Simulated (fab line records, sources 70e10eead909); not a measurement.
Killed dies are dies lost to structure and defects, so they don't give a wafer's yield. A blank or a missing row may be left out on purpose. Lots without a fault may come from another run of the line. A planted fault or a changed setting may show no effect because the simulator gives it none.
A struck lot beside a sound one | flow nand_harc | 15 steps out of a route of 1302
Sound: wafers L602.1, L602.2, L602.3. Struck: wafer L612.1. (L612.2, L612.6 of the same lot were not struck and are left out.) The cause comes at the end.
At each step with rows: each side's tool, then ch and its chambers, then its first start. Under that, the readings that differ: sound wafers | struck wafers | difference of the means | sigmas: that difference in standard deviations of wafers without a fault.
alike: readings whose means differ by less than 2 such deviations, and words and numbers that are the same on both sides. not compared: withheld readings, readings that some wafer has no value for, bounds like >300 that may hide the same value, and numbers for which the record gives no deviation and whose values overlap.
The two part at a step that has a row with sigmas, a row that says differs or no value, or rows on one side only. Numbers that don't overlap but have no deviation are shown without sigmas and don't part them. A reading that every wafer of one side lacks parts them only if that side has two wafers or more.

first, 1 step without rows for these wafers: NHARC_A_BLC_DESCUM_15 (chemistry O2, time 3 s).
NHARC_A_BLC_ETCH_16: etches the open film in CF4, target depth 39 nm, time 65 s.
  sound on rie_diel-11 ch 1,2,3, day 23 09:26; struck on rie_diel-11 ch 2, day 26 18:53
  reading                | sound | struck | difference | sigmas
  rf_hours_counter_h (h) | 6 6 6 | 0      | -6         |
  alike: chamber_pressure_mTorr, drypump_motor_current_A, oes_product_au, rf_vpp_V, showerhead_plenum_p_Torr, throttle_valve_pct
NHARC_A_BLC_ETCH_17: etches the open film in N2/H2, target depth 390 nm, time 609.38 s.
  sound on rie_diel-11 ch 0,1,2; struck on rie_diel-11 ch 3
  reading                | sound | struck | difference | sigmas
  rf_hours_counter_h (h) | 6 7 6 | 0      | -6         |
  alike: chamber_pressure_mTorr, drypump_motor_current_A, oes_product_au, rf_vpp_V, showerhead_plenum_p_Torr, throttle_valve_pct
then, 1 step without rows for these wafers: NHARC_A_BLC_ETCH_18 (etches the open film in C4F8/O2/Ar, target depth 910 nm).
NHARC_A_BLC_CD_MEAS_19:
  sound on cd_sem-03, day 23 10:19; struck on cd_sem-02, day 26 19:46
  alike: cd_nm
NHARC_A_BLC_STRIP_29: strips in CF4.
  sound on rie_diel-09 ch 0,2,3, day 23 10:25; struck on rie_diel-09 ch 3, day 26 19:52
  reading                | sound | struck | difference | sigmas
  rf_hours_counter_h (h) | 2 2 2 | 9      | +7         |
  alike: chamber_pressure_mTorr, drypump_motor_current_A, oes_product_au, rf_vpp_V, showerhead_plenum_p_Torr, throttle_valve_pct
NHARC_A_BLC_STRIP_21: strips in O2.
  sound on rie_diel-09 ch 1,2,3, day 23 10:31; struck on rie_diel-09 ch 2, day 26 19:58
  reading                | sound | struck | difference | sigmas
  rf_hours_counter_h (h) | 2 2 2 | 9      | +7         |
  alike: chamber_pressure_mTorr, drypump_motor_current_A, oes_product_au, rf_vpp_V, showerhead_plenum_p_Torr, throttle_valve_pct
then, 4 steps without rows for these wafers: NHARC_A_BLC_STRIP_22 (strips in post etch residue remover, time 600 s); NHARC_A_BLC_DEGAS_30 (time 60 s); NHARC_A_BLC_PRE_CLEAN_31 (time 15 s); NHARC_A_BLC_PVD_32 (deposits Ti, target thk 5 nm, time 17.7 s).
NHARC_A_BLC_ALD_23: deposits TiN, target thk 3 nm, pulse time 1 s, ald cycles 150.
  sound on ald_metal-04 ch 0,2,3, day 23 11:10; struck on ald_metal-01 ch 3, day 26 20:37
  alike: heater_power_w, precursor_pulse_height_rel
NHARC_A_BLC_CVD_24: deposits W, target thk 150 nm, time 434 s.
  sound on cvd_w-01 ch 0,1, day 23 11:22; struck on cvd_w-01 ch 0, day 26 20:49
  alike: heater_power_w, throttle_valve_pct
NHARC_A_BLC_CMP_25: polishes, t overpolish 30 s, target thk 150 nm.
  sound on cmp-03 ch 0,2,3, day 23 11:54; struck on cmp-01 ch 0, day 26 21:20
  reading                | sound    | struck | difference | sigmas
  time_to_endpoint_s (s) | 25 30 24 | 14     | -12        | -4
  alike: motor_current_A, overpolish_run_s, slurry_flow_ml_min
NHARC_END_SORT_01:
  the record has rows for the sound wafers here (prober-02 ch 0, day 25 03:50) and none for the struck ones

WHERE THEY PART
First at NHARC_A_BLC_CMP_25; last, within this record, at NHARC_END_SORT_01.

WHY: what the simulator had put in
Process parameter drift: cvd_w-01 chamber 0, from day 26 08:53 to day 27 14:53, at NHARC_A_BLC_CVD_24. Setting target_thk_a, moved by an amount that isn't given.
